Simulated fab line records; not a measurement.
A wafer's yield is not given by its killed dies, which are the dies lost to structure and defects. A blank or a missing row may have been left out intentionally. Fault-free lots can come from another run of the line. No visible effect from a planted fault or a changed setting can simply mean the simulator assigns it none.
fab line records + flow nandHarc
record:
- lots: 6
- wafers: 18
- lastDay: 26
route steps=1159 shown A_STAIRCASE@612 END@1159
lots that met no fault: taken from a fault-free run of the same line
startH: hours from the record's opening day to when the first of the lot's shown wafers began + waitH: hours since the lot's step before + " repeats the value in the row above + L1.1+2: several wafers, shown together as one row + - value missing, or start not given + * or withheld: withheld + < > ~ a bound
route shown NAME@n: a module of which the file shows steps, and the number in the route of the first + usual: average and standard deviation across the fault-free wafers + same: alike in all rows + chamber/n: place in a boat + sites: the reading at each site + _std_site: how widely they spread, as a standard deviation + _edge_site: mean of outer sites minus mean of inner sites + radiusMm: how far each site lies from the wafer's centre + mask NAME#n: copy n + behind: the tool/chamber that last shaped the wafer + hold: why the lot was held/for how many hours/how that ended + device: the n, p or np transistor that did not switch + end of line: tests run on the same wafers once the route is complete + where a step has no rows: the recipe by itself + killed: dies lost to structure and defects at the first sort, not the wafer's yield + map: shows each die of a wafer: x if killed, . if not, _ if none is there
set.NAME: the run value of the setting; set.NAME@STEP: its run value at that earlier step + model.NAME: the simulator's own value behind a step, which no gauge read
certain route steps with their lots: each step a table, each wafer a row
services: from which hour (startH, from the record's first day; less than 0 if before it) a tool's chamber was out of use, for how many hours, and why
== steps ==
step: NHARC_A_STAIRCASE_HARDBAKE_218
recipe:
- tempC: 120
- timeS: 140
step: NHARC_A_STAIRCASE_DESCUM_219
recipe:
- timeS: 3
- o2FlowSccm: 200
- arFlowSccm: 0
- biasPowerW: 0
- chemistry: O2
usual:
- drypumpMotorCurrentA: 5.8/0.6
- oesProductAu: 1.000/0.011
- rfVppV: 57.8/0.91
- showerheadPlenumPTorr: 1.91/0.074
- throttleValvePct: 11.310/0.0099
| lot.wafer | tool       | chamber | startH | waitH | drypumpMotorCurrentA | oesProductAu | rfHoursCounterH | rfVppV | showerheadPlenumPTorr | throttleValvePct |
|-----------|------------|---------|--------|-------|----------------------|--------------|-----------------|--------|-----------------------|------------------|
| L266.1    | rieDiel-13 | 0       | 251.14 | -     | 6.2                  | 0.989        | 53              | 57.0   | 1.78                  | 11.309           |
| L266.2    | "          | 1       | "      | "     | 6.5                  | 0.997        | 55              | 56.2   | 1.93                  | 11.308           |
| L266.5    | "          | 3       | "      | "     | 5.0                  | 0.997        | -               | 58.3   | 2.00                  | 11.310           |
| L267.3    | rieDiel-09 | 0       | 251.28 | -     | 5.7                  | 1.003        | 62              | 57.8   | 2.01                  | 11.295           |
| L267.5    | "          | 0       | "      | "     | 5.7                  | 0.988        | -               | 58.4   | 2.01                  | 11.308           |
| L267.6    | "          | 1       | "      | "     | 5.7                  | 0.975        | -               | 58.6   | 1.98                  | 11.312           |
| L272.1    | rieDiel-13 | 3       | 292.66 | -     | 5.0                  | 1.012        | 4               | 59.0   | 2.00                  | 11.309           |
| L272.2    | "          | 0       | "      | "     | 6.1                  | 0.984        | 4               | 57.8   | 1.78                  | 11.316           |
| L272.5    | "          | 1       | "      | "     | 6.4                  | 0.986        | -               | 57.0   | 1.93                  | 11.318           |
| L279.2    | rieDiel-09 | 1       | 316.03 | -     | 5.7                  | 0.989        | 20              | 57.3   | 1.97                  | 11.314           |
| L279.3    | "          | 0       | "      | "     | 5.6                  | 1.004        | 20              | 60.0   | 2.00                  | 11.300           |
| L279.4    | "          | 1       | "      | "     | 5.7                  | 0.996        | -               | 58.5   | 1.97                  | 11.315           |
| L283.4    | rieDiel-09 | 2       | 343.14 | -     | 5.7                  | 1.003        | 33              | 57.5   | 1.94                  | 11.310           |
| L283.2    | "          | 0       | "      | "     | 5.7                  | 1.000        | 32              | 57.8   | 2.00                  | 11.302           |
| L283.3    | "          | 1       | "      | "     | 5.7                  | 0.990        | 33              | 57.5   | 1.97                  | 11.319           |
| L288.1    | rieDiel-05 | 1       | 382.12 | -     | 5.2                  | 0.997        | 12              | 59.6   | 1.95                  | 11.310           |
| L288.4    | "          | 3       | "      | "     | 6.7                  | 0.990        | 12              | 56.1   | 1.81                  | 11.300           |
| L288.5    | "          | 1       | "      | "     | 5.2                  | 0.991        | -               | 58.1   | 1.95                  | 11.287           |
step: NHARC_A_STAIRCASE_TRIM_220
recipe:
- timeS: 211.2
- o2FlowSccm: 500
- arFlowSccm: 0
- biasW: 0
- chemistry: O2
step: NHARC_A_STAIRCASE_ETCH_221
recipe:
- targetDepthA: 1000
- timeS: 40.5
- ionEnergyEv: 400
- c4f8FlowSccm: 20
- o2FlowSccm: 10
- arFlowSccm: withheld
- rfW: 600
- biasW: 1000
- chemistry: C4F8/O2
step: NHARC_A_STAIRCASE_TRIM_222
recipe:
- timeS: 211.2
- o2FlowSccm: 500
- arFlowSccm: 0
- biasW: 0
- chemistry: O2
usual:
- drypumpMotorCurrentA: 5.8/0.6
- oesProductAu: 0.999/0.011
- rfVppV: 57.8/0.93
- showerheadPlenumPTorr: 3.52/0.13
- throttleValvePct: 17.036/0.0087
| lot.wafer | tool       | chamber | startH | waitH | drypumpMotorCurrentA | oesProductAu | rfHoursCounterH | rfVppV | showerheadPlenumPTorr | throttleValvePct |
|-----------|------------|---------|--------|-------|----------------------|--------------|-----------------|--------|-----------------------|------------------|
| L266.2    | rieDiel-13 | 3       | -      | -     | 5.0                  | 0.999        | 49              | 58.8   | 3.68                  | 17.051           |
| L266.1    | "          | 2       | "      | "     | 6.0                  | 0.991        | 57              | 57.1   | 3.65                  | 17.031           |
| L266.5    | "          | 0       | "      | "     | 6.1                  | 0.998        | -               | 56.6   | 3.30                  | 17.036           |
| L267.3    | rieDiel-09 | 3       | -      | -     | 4.8                  | 1.000        | 61              | 58.0   | 3.57                  | 17.029           |
| L267.6    | "          | 2       | "      | "     | 5.7                  | 0.986        | -               | 57.9   | 3.60                  | 17.038           |
| L267.5    | "          | 3       | "      | "     | 4.8                  | 1.004        | -               | 58.1   | 3.57                  | 17.053           |
| L272.1    | rieDiel-13 | 0       | -      | -     | 6.1                  | 0.979        | 4               | 56.7   | 3.30                  | 17.037           |
| L272.2    | "          | 1       | "      | "     | 6.4                  | 0.992        | 4               | 58.7   | 3.55                  | 17.032           |
| L272.5    | "          | 3       | "      | "     | 5.0                  | 1.013        | -               | 59.5   | 3.67                  | 17.035           |
| L279.3    | rieDiel-09 | 1       | -      | -     | 5.7                  | 0.995        | 21              | 59.0   | 3.62                  | 17.038           |
| L279.2    | "          | 0       | "      | "     | 5.7                  | 0.998        | 20              | 58.5   | 3.68                  | 17.013           |
| L279.4    | "          | 1       | "      | "     | 5.8                  | 1.002        | -               | 58.6   | 3.62                  | 17.023           |
| L283.2    | rieDiel-09 | 3       | -      | -     | 4.8                  | 0.995        | 26              | 57.7   | 3.56                  | 17.045           |
| L283.4    | "          | 0       | "      | "     | 5.7                  | 1.013        | 32              | 58.1   | 3.67                  | 17.050           |
| L283.3    | "          | 1       | "      | "     | 5.8                  | 1.003        | 33              | 58.5   | 3.62                  | 17.040           |
| L288.1    | rieDiel-05 | 3       | -      | -     | 6.6                  | 0.987        | 13              | 57.6   | 3.34                  | 17.041           |
| L288.4    | "          | 2       | "      | "     | 5.3                  | 0.995        | 12              | 58.6   | 3.55                  | 17.051           |
| L288.5    | "          | 3       | "      | "     | 6.7                  | 0.992        | -               | 58.8   | 3.34                  | 17.033           |
step: NHARC_A_STAIRCASE_ETCH_223
recipe:
- targetDepthA: 1000
- timeS: 40.5
- ionEnergyEv: 400
- c4f8FlowSccm: 20
- o2FlowSccm: 10
- arFlowSccm: withheld
- rfW: 600
- biasW: 1000
- chemistry: C4F8/O2
step: NHARC_A_STAIRCASE_TRIM_224
recipe:
- timeS: 211.2
- o2FlowSccm: 500
- arFlowSccm: 0
- biasW: 0
- chemistry: O2
usual:
- drypumpMotorCurrentA: 5.9/0.58
- oesProductAu: 1.000/0.011
- rfVppV: 57.8/0.92
- showerheadPlenumPTorr: 3.53/0.12
- throttleValvePct: 17.037/0.0097
| lot.wafer | tool       | chamber | startH | waitH | drypumpMotorCurrentA | oesProductAu | rfHoursCounterH | rfVppV | showerheadPlenumPTorr | throttleValvePct |
|-----------|------------|---------|--------|-------|----------------------|--------------|-----------------|--------|-----------------------|------------------|
| L266.2    | rieDiel-13 | 0       | -      | -     | 6.1                  | 0.991        | 54              | 57.8   | 3.30                  | 17.048           |
| L266.1    | "          | 2       | "      | "     | 6.0                  | 0.993        | 57              | 59.0   | 3.65                  | 17.035           |
| L266.5    | "          | 0       | "      | "     | 6.1                  | 0.990        | -               | 58.0   | 3.31                  | 17.032           |
| L267.3    | rieDiel-09 | 3       | -      | -     | 4.8                  | 0.992        | 61              | 59.0   | 3.57                  | 17.029           |
| L267.6    | "          | 1       | "      | "     | 5.8                  | 0.976        | -               | 55.2   | 3.64                  | 17.037           |
| L267.5    | "          | 2       | "      | "     | 5.7                  | 0.992        | -               | 58.3   | 3.60                  | 17.046           |
| L272.1    | rieDiel-05 | 1       | -      | -     | 5.2                  | 0.998        | 47              | 57.8   | 3.61                  | 17.037           |
| L272.2    | "          | 2       | "      | "     | 5.3                  | 1.021        | 46              | 57.8   | 3.57                  | 17.033           |
| L272.5    | "          | 0       | "      | "     | 6.5                  | 1.005        | -               | 56.9   | 3.37                  | 17.023           |
| L279.3    | rieDiel-09 | 2       | -      | -     | 5.7                  | 1.014        | 21              | 58.7   | 3.58                  | 17.027           |
| L279.2    | "          | 0       | "      | "     | 5.7                  | 1.004        | 20              | 59.9   | 3.68                  | 17.043           |
| L279.4    | "          | 1       | "      | "     | 5.8                  | 0.998        | -               | 57.2   | 3.62                  | 17.040           |
| L283.4    | rieDiel-09 | 1       | -      | -     | 5.8                  | 0.978        | 33              | 59.0   | 3.62                  | 17.042           |
| L283.2    | "          | 2       | "      | "     | 5.8                  | 1.003        | 34              | 57.8   | 3.58                  | 17.059           |
| L283.3    | "          | 3       | "      | "     | 4.8                  | 0.992        | 26              | 57.2   | 3.56                  | 17.035           |
| L288.4    | rieDiel-05 | 2       | -      | -     | 5.3                  | 1.016        | 12              | 58.7   | 3.55                  | 17.045           |
| L288.1    | "          | 3       | "      | "     | 6.6                  | 0.994        | 13              | 55.2   | 3.34                  | 17.037           |
| L288.5    | "          | 2       | "      | "     | 5.3                  | 1.002        | -               | 57.0   | 3.55                  | 17.020           |
step: NHARC_A_STAIRCASE_ETCH_225
recipe:
- targetDepthA: 1000
- timeS: 40.5
- ionEnergyEv: 400
- c4f8FlowSccm: 20
- o2FlowSccm: 10
- arFlowSccm: withheld
- rfW: 600
- biasW: 1000
- chemistry: C4F8/O2
usual:
- oesProductAu: 0.941/0.013
- rfVppV: 896/4.8
| lot.wafer | tool       | chamber | startH | waitH | oesProductAu | rfHoursCounterH | rfVppV |
|-----------|------------|---------|--------|-------|--------------|-----------------|--------|
| L266.2    | rieDiel-13 | 1       | -      | -     | 0.945        | 56              | 896    |
| L266.1    | "          | 2       | "      | "     | 0.936        | 57              | 901    |
| L266.5    | "          | 1       | "      | "     | 0.947        | -               | 897    |
| L267.3    | rieDiel-09 | 2       | -      | -     | 0.928        | 64              | 898    |
| L267.6    | "          | 1       | "      | "     | 0.925        | -               | 899    |
| L267.5    | "          | 2       | "      | "     | 0.925        | -               | 898    |
| L272.2    | rieDiel-05 | 2       | -      | -     | 0.962        | 46              | 897    |
| L272.1    | "          | 3       | "      | "     | 0.944        | 45              | 889    |
| L272.5    | "          | 2       | "      | "     | 0.961        | -               | 897    |
| L279.2    | rieDiel-09 | 2       | -      | -     | 0.935        | 21              | 899    |
| L279.3    | "          | 0       | "      | "     | 0.940        | 20              | 902    |
| L279.4    | "          | 1       | "      | "     | 0.928        | -               | 899    |
| L283.2    | rieDiel-09 | 2       | -      | -     | 0.939        | 34              | 897    |
| L283.3    | "          | 3       | "      | "     | 0.918        | 26              | 899    |
| L283.4    | "          | 0       | "      | "     | 0.940        | 32              | 902    |
| L288.4    | rieDiel-05 | 3       | -      | -     | 0.930        | 13              | 889    |
| L288.1    | "          | 1       | "      | "     | 0.939        | 12              | 899    |
| L288.5    | "          | 3       | "      | "     | 0.946        | -               | 889    |
step: NHARC_A_STAIRCASE_TRIM_226
recipe:
- timeS: 211.2
- o2FlowSccm: 500
- arFlowSccm: 0
- biasW: 0
- chemistry: O2
step: NHARC_A_STAIRCASE_ETCH_227
recipe:
- targetDepthA: 1000
- timeS: 40.5
- ionEnergyEv: 400
- c4f8FlowSccm: 20
- o2FlowSccm: 10
- arFlowSccm: withheld
- rfW: 600
- biasW: 1000
- chemistry: C4F8/O2
step: NHARC_A_STAIRCASE_TRIM_229
recipe:
- timeS: 211.2
- o2FlowSccm: 500
- arFlowSccm: 0
- biasW: 0
- chemistry: O2
step: NHARC_A_STAIRCASE_ETCH_230
recipe:
- targetDepthA: 1000
- timeS: 40.5
- ionEnergyEv: 400
- c4f8FlowSccm: 20
- o2FlowSccm: 10
- arFlowSccm: withheld
- rfW: 600
- biasW: 1000
- chemistry: C4F8/O2
usual:
- oesProductAu: 0.946/0.016
- rfVppV: 895/4.8
| lot.wafer | tool       | chamber | startH | waitH | oesProductAu | rfHoursCounterH | rfVppV |
|-----------|------------|---------|--------|-------|--------------|-----------------|--------|
| L266.2    | rieDiel-05 | 3       | 252.51 | -     | 0.953        | 26              | 891    |
| L266.1    | "          | 2       | "      | "     | 0.976        | 29              | 898    |
| L266.5    | "          | 0       | "      | "     | 0.982        | -               | 891    |
| L267.3    | rieDiel-09 | 0       | 252.82 | -     | 0.938        | 63              | 901    |
| L267.5    | "          | 2       | "      | "     | 0.926        | -               | 899    |
| L267.6    | "          | 3       | "      | "     | 0.930        | -               | 898    |
| L272.2    | rieDiel-05 | 2       | 294.23 | -     | 0.823        | 47              | 896    |
| L272.1    | "          | 1       | "      | "     | 0.809        | 48              | 899    |
| L272.5    | "          | 3       | "      | "     | 0.795        | -               | 890    |
| L279.3    | rieDiel-05 | 0       | 317.53 | -     | 0.818        | 54              | 891    |
| L279.2    | "          | 2       | "      | "     | 0.827        | 55              | 898    |
| L279.4    | "          | 3       | "      | "     | 0.807        | 53              | 888    |
| L283.3    | rieDiel-13 | 1       | 345.11 | -     | 0.957        | 22              | 896    |
| L283.2    | "          | 2       | "      | "     | 0.938        | 23              | 901    |
| L283.4    | "          | 3       | "      | "     | 0.934        | 22              | 902    |
| L288.1    | rieDiel-05 | 1       | 383.46 | -     | 0.927        | 12              | 899    |
| L288.4    | "          | 3       | "      | "     | 0.952        | 13              | 888    |
| L288.5    | "          | 1       | "      | "     | 0.929        | -               | 898    |
step: NHARC_A_STAIRCASE_TRIM_231
recipe:
- timeS: 211.2
- o2FlowSccm: 500
- arFlowSccm: 0
- biasW: 0
- chemistry: O2
usual:
- drypumpMotorCurrentA: 5.9/0.63
- oesProductAu: 1.001/0.012
- rfVppV: 57.8/0.89
- showerheadPlenumPTorr: 3.51/0.13
- throttleValvePct: 17.036/0.0089
| lot.wafer | tool       | chamber | startH | waitH | drypumpMotorCurrentA | oesProductAu | rfHoursCounterH | rfVppV | showerheadPlenumPTorr | throttleValvePct |
|-----------|------------|---------|--------|-------|----------------------|--------------|-----------------|--------|-----------------------|------------------|
| L266.1    | rieDiel-05 | 1       | -      | -     | 5.2                  | 0.996        | 31              | 57.2   | 3.62                  | 17.030           |
| L266.2    | "          | 3       | "      | "     | 6.6                  | 0.995        | 26              | 58.5   | 3.37                  | 17.035           |
| L266.5    | "          | 1       | "      | "     | 5.2                  | 1.004        | -               | 57.7   | 3.62                  | 17.049           |
| L267.3    | rieDiel-09 | 1       | -      | -     | 5.8                  | 0.983        | 62              | 58.5   | 3.64                  | 17.040           |
| L267.5    | "          | 1       | "      | "     | 5.7                  | 0.982        | -               | 58.1   | 3.64                  | 17.042           |
| L267.6    | "          | 2       | "      | "     | 5.8                  | 0.983        | -               | 57.1   | 3.60                  | 17.017           |
| L272.1    | rieDiel-05 | 3       | -      | -     | 6.7                  | 1.005        | 46              | 57.6   | 3.36                  | 17.022           |
| L272.2    | "          | 1       | "      | "     | 5.2                  | 1.007        | 48              | 58.6   | 3.61                  | 17.053           |
| L272.5    | "          | 3       | "      | "     | 6.6                  | 0.996        | -               | 57.6   | 3.36                  | 17.023           |
| L279.3    | rieDiel-05 | 0       | -      | -     | 6.5                  | 1.004        | 54              | 58.2   | 3.37                  | 17.014           |
| L279.2    | "          | 1       | "      | "     | 5.2                  | 1.001        | 57              | 58.4   | 3.61                  | 17.026           |
| L279.4    | "          | 2       | "      | "     | 5.3                  | 1.022        | 55              | 56.9   | 3.56                  | 17.036           |
| L283.2    | rieDiel-13 | 0       | -      | -     | 6.1                  | 0.997        | 21              | 56.3   | 3.29                  | 17.037           |
| L283.3    | "          | 1       | "      | "     | 6.4                  | 1.010        | 22              | 57.0   | 3.54                  | 17.038           |
| L283.4    | "          | 2       | "      | "     | 6.0                  | 0.980        | 23              | 59.1   | 3.63                  | 17.031           |
| L288.4    | rieDiel-05 | 2       | -      | -     | 5.3                  | 1.003        | 12              | 59.7   | 3.55                  | 17.031           |
| L288.1    | "          | 3       | "      | "     | 6.7                  | 1.004        | 13              | 58.0   | 3.34                  | 17.024           |
| L288.5    | "          | 3       | "      | "     | 6.6                  | 1.000        | -               | 55.8   | 3.34                  | 17.028           |
step: NHARC_END_SORT_01
recipe:
- tempC: 25
usual:
- killedAtArray: 28/9.1
- killedAtOther: 0.6/0.87
- killedAtPeriphery: 3.4/2.7
- killedDies: 32/9
- killedOpen: 3.2/1.9
- killedShort: 2.0/1.3
same:
- grossDies: 677
| lot.wafer | tool      | chamber | startH | waitH | killedAtArray | killedAtOther | killedAtPeriphery | killedDies | killedOpen | killedShort |
|-----------|-----------|---------|--------|-------|---------------|---------------|-------------------|------------|------------|-------------|
| L272.1    | prober-02 | 0       | 486.19 | 2.5   | 301           | 1             | 3                 | 305        | 1          | 3           |
| L272.2    | prober-02 | 0       | 486.98 | 2.8   | 339           | 0             | 4                 | 343        | 1          | 2           |
| L272.5    | prober-02 | 0       | 489.35 | 3.7   | 207           | 0             | 2                 | 209        | 4          | 2           |
| L279.2    | prober-02 | 0       | 518.43 | 2.8   | 255           | 1             | 3                 | 259        | 4          | 3           |
| L279.3    | prober-02 | 0       | 519.24 | 3.1   | 213           | 0             | 3                 | 216        | 3          | 1           |
| L279.4    | prober-02 | 0       | 520.05 | 3.4   | 174           | 1             | 5                 | 180        | 7          | 1           |
| L283.2    | prober-02 | 0       | 565.38 | 2.8   | 31            | 0             | 5                 | 36         | 3          | 2           |
| L283.3    | prober-02 | 0       | 566.18 | 3.1   | 43            | 0             | 0                 | 43         | 3          | 5           |
| L283.4    | prober-02 | 0       | 566.98 | 3.4   | 33            | 3             | 3                 | 39         | 3          | 1           |
killed by level:class
L272.1 A_STAIRCASE:areaEtch=284 A_STAIRCASE:chamberFilmFlake=5 A_CONTACT:chamberFilmFlake=5 P_M0:chamberFilmFlake=2 A_CHANNEL_HOLE_D1:chamberFilmFlake=2 A_ONON_D1:geometricParticle:short=1 A_CHANNEL_FILL_D1:geometricParticle:short=1 A_SGD_CUT:geometricParticle:short=1
L272.2 A_STAIRCASE:areaEtch=322 A_CHANNEL_HOLE_D1:chamberFilmFlake=6 A_STAIRCASE:chamberFilmFlake=4 A_CONTACT:chamberFilmFlake=4 P_M0:chamberFilmFlake=2 P_GATE:geometricParticle:open=1 A_SOURCE_PLATE:geometricParticle:short=1 A_CONTACT:geometricParticle:short=1
L272.5 A_STAIRCASE:areaEtch=187 A_CONTACT:chamberFilmFlake=9 A_CHANNEL_HOLE_D1:chamberFilmFlake=4 A_STAIRCASE:chamberFilmFlake=3 P_CONTACT:geometricParticle:open=2 A_SGD_CUT:geometricParticle:open=1 A_SGD_CUT:geometricParticle:short=1 A_SLIT:geometricParticle:short=1
L279.2 A_STAIRCASE:areaEtch=226 A_SLIT:chamberFilmFlake=11 A_CHANNEL_HOLE_D1:chamberFilmFlake=4 A_CONTACT:chamberFilmFlake=4 A_WL_FILL:chamberFilmFlake=3 A_CONTACT:geometricParticle:open=2 A_STAIRCASE:chamberFilmFlake=2 P_CONTACT:geometricParticle:open=1
L279.3 A_STAIRCASE:areaEtch=182 A_SLIT:chamberFilmFlake=17 A_CONTACT:chamberFilmFlake=5 A_CHANNEL_HOLE_D1:chamberFilmFlake=4 P_GATE:chamberFilmFlake=2 A_STAIRCASE:chamberFilmFlake=2 P_M2:geometricParticle:open=1 A_CHANNEL_FILL_D1:geometricParticle:short=1
L279.4 A_STAIRCASE:areaEtch=151 A_SLIT:chamberFilmFlake=9 A_STAIRCASE:chamberFilmFlake=4 P_GATE:chamberFilmFlake=3 A_CONTACT:chamberFilmFlake=3 A_CHANNEL_HOLE_D1:chamberFilmFlake=2 P_GATE:geometricParticle:open=1 P_M1:geometricParticle:open=1
L283.2 A_SLIT:chamberFilmFlake=15 A_CHANNEL_HOLE_D1:chamberFilmFlake=7 P_CONTACT:geometricParticle:short=2 P_M1:chamberFilmFlake=2 A_STAIRCASE:chamberFilmFlake=2 A_SGD_CUT:chamberFilmFlake=2 P_CONTACT:geometricParticle:open=1 A_SGD_CUT:geometricParticle:open=1
L283.3 A_CHANNEL_HOLE_D1:chamberFilmFlake=15 A_SLIT:chamberFilmFlake=15 A_CONTACT:geometricParticle:short=2 A_SGD_CUT:chamberFilmFlake=2 A_CHANNEL_HOLE_D1:geometricParticle:open=1 A_CHANNEL_HOLE_D1:geometricParticle:short=1 A_CHANNEL_FILL_D1:geometricParticle:open=1 A_CHANNEL_FILL_D1:geometricParticle:short=1
L283.4 A_SLIT:chamberFilmFlake=17 A_CHANNEL_HOLE_D1:chamberFilmFlake=8 A_SGD_CUT:chamberFilmFlake=4 THIN_TSV:chamberFilmFlake=2 P_CONTACT:geometricParticle:open=1 A_CHANNEL_HOLE_D1:geometricParticle:short=1 A_CONTACT:geometricParticle:open=1 A_BONDPAD:geometricParticle:open=1
map L272.2 (x killed, . not)
____________.____________
_________......x_________
_______..........._______
______.............______
_____.......x......._____
____......x.x..xx....____
____.....x...x.......____
___....x.x.xx.........___
___x.....x.x...xx.....___
__..x.xxxxxx.x..x......__
__.....x...x.xx.xx.....__
_......xxxx.xx.xxxx....x_
_...xxxxxxxxxxxxx.xxxx.._
_....xxxxxxxxxxxxxxx.xx._
_x...xxxxxxxx.xxxx.xxx.._
_.x.xxxxxxxxxxxx.xx.x..._
...xxxxxxxxxxxxxxx...xx..
...x..xxxxxxxxxxxxxxx....
...xxxxxxxxxxxxxxxxxx..x.
..xx.xxxxxxxxxxxxxx...x..
..xxxxxxxxxxxxxxxx..x....
_..x.xxxxxxxx.xxxxx.x..._
_..xx.xxxxxxxxx.xx...x.._
_....xxxxxxxxxxxx.x.x.x._
_....xxxxxxxxxxxxx......_
_.xxxxxx.xxxxxxxxxx....._
__..xx.xxxxxxxxxxx...xx__
__....xxxxxxxxxxx..xx..__
___.xxx.x.xxxxx..x....___
___..xxxxxxxxx.xx.x...___
____.x..xx.xxx.x...x.____
____....x.xxx.x......____
_____...x..xxx..xx.._____
______...x.xx......______
_______....x...x.._______
_________......._________
____________x____________
map L279.2 (x killed, . not)
____________.____________
_________......._________
_______.....x....._______
______.............______
_____....x.x.....x.._____
____..........x.....x____
____.....x..x....x...____
___....xxxxx.x.x.x....___
___......x.xxx........___
__.x.xxxx..x..x.x...x..__
__...x...xx.....xx...xx__
_...x.x.x....x.x..x.xxxx_
_..x.xx.xxx..x.x.xx.x.xx_
_...x..xxxxx.xx..x...xx._
_x...x..x.xxx.xx.xx..xxx_
_.xxx.xxx..x...xx.x....._
.x.xxxx.x..xx...xxx.x..x.
x...xx..x.xx.xxx..x....xx
x..x..x.xxxx.xx..x.......
....xxx.....xxxxx.x.....x
..xxxxxx.x..x.x.....x....
_...xx..xxx.xxxxxxx....._
_.x.xxxxxx...xx..x......_
_..xx.xx.xxxxxxx..xxx..._
_..xxxxxx.x..xx...x.x..._
_....x..xx.x..x.xx......_
__...xxx..xxx.xxxx....x__
__.x...x....xxxx..x....__
___...xx.x.xxxx.......___
___...xxxx..x...x..x.x___
____xx....xx..x.x.x..____
____x.xx...xx.x.xx...____
_____.x....xx......._____
______x..xx..x.....______
_______x.........._______
_________......._________
____________.____________
== services ==
| tool       | chamber | startH | hours | kind      |
|------------|---------|--------|-------|-----------|
| rieDiel-09 | 0       | 233.48 | -     | clean     |
| rieDiel-09 | 1       | 233.48 | -     | clean     |
| rieDiel-09 | 2       | 233.48 | -     | clean     |
| rieDiel-09 | 3       | 233.48 | -     | clean     |
| rieDiel-05 | 0       | 246.26 | -     | clean     |
| rieDiel-05 | 1       | 246.26 | -     | clean     |
| rieDiel-05 | 2       | 246.26 | -     | clean     |
| rieDiel-05 | 3       | 246.26 | -     | clean     |
| rieDiel-09 | -       | 254.22 | 9.0   | pm        |
| rieDiel-09 | 0       | 254.22 | 9.0   | ventCycle |
| rieDiel-09 | 1       | 254.22 | 9.0   | ventCycle |
| rieDiel-09 | 2       | 254.22 | 9.0   | ventCycle |
| rieDiel-09 | 3       | 254.22 | 9.0   | ventCycle |
| rieDiel-09 | 0       | 263.22 | -     | clean     |
| rieDiel-09 | 1       | 263.22 | -     | clean     |
| rieDiel-09 | 2       | 263.22 | -     | clean     |
| rieDiel-09 | 3       | 263.22 | -     | clean     |
| rieDiel-05 | 0       | 270.76 | -     | clean     |
| rieDiel-05 | 1       | 270.76 | -     | clean     |
| rieDiel-13 | -       | 276.17 | 9.0   | pm        |
| rieDiel-05 | -       | 340.63 | 9.0   | pm        |
| rieDiel-09 | 0       | 353.62 | 40.8  | repair    |
| rieDiel-09 | 2       | 354.77 | 10.6  | repair    |
| rieDiel-09 | 2       | 366.19 | 2.7   | repair    |
== key ==
firstSign:
- step: NHARC_A_STAIRCASE_ETCH_230
- reading: oesProductAu
- direction: down
- sigmas: 8.5
- usual: 0.946
- struck: 0.813
effect:
- step: NHARC_END_SORT_01
- reading: killedDies
- direction: up
- sigmas: 24
- usual: 32
- struck: 252
moreKillsBornAt:
- NHARC_A_STAIRCASE_ETCH_230@rieDiel-05: 1352
metAt NHARC_A_STAIRCASE_ETCH_230
struckWafers L272.1,L272.2,L272.5,L279.2,L279.3,L279.4
testerLeftOut L272,L279
onsetBetween 252.51 294.23
fault:
- kind: processParameterDrift
- tool: rieDiel-05
- chamber: -
- onsetH: 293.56
- steps: NHARC_A_STAIRCASE_ETCH_230
- channel: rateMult
- offset: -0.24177
- shape: step
- endH: 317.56
testerLeftOut: of these lots the tester's yield and bins aren't shown, on N5 and GAA mostly nor the transistor test; their killed dies are dies lost to structure and defects alone, not to doping, threshold or leakage, so they don't give the yield
